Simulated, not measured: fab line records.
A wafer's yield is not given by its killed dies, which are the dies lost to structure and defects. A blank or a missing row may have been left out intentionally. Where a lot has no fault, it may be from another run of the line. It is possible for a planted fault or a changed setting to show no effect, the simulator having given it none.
Matching of chambers ; flow n5_finfet ; 4 sister chambers for N5_MOL_CONTACT_COAG_ETCH_124 on rie_diel-01
The step etches SiNx in CH3F/O2, stops on SiOC, target depth 6.5 nm. 4 wafers are shown with their chamber, then 9 later ones without.

## WAFERS WITH THEIR CHAMBER
wafer;chamber;drypump_motor_current_A (A)
L083.3;1;5.0
L086.1;3;6.2
L086.2;0;6.2
L086.3;2;5.7

## WAFERS WHOSE CHAMBER IS MISSING
wafer;drypump_motor_current_A (A)
L089.3;6.2
L089.4;5.0
L089.6;5.0
L093.2;6.2
L093.4;5.6
L093.5;5.0
L092.1;6.2
L092.2;5.0
L092.5;6.1

## EACH ONE'S CHAMBER
wafer;from the rows above;in truth
L089.3;can't be placed: 0 or 3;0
L089.4;1;1
L089.6;1;1
L093.2;can't be placed: 0 or 3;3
L093.4;2;2
L093.5;1;1
L092.1;can't be placed: 0 or 3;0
L092.2;1;1
L092.5;can't be placed: 0 or 3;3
5 of 9 placed correctly. Can't be placed from these rows: 4 (the true chamber is among the candidates in 4). 0 placed wrongly.
How it was worked out, from the rows above alone: a wafer's distance from a chamber is the root of the sum, over the readings, of the square of ((its reading less the chamber's mean) divided by the reading's scatter). The wafer belongs to the nearest chamber; if the next one is less than 2 further off, it can't be placed. For every chamber, the mean is computed from those of its wafers that are shown. The scatter (one wafer shown for each chamber): square how far every hidden wafer sits from the nearest shown wafer, average those squares and take the square root.
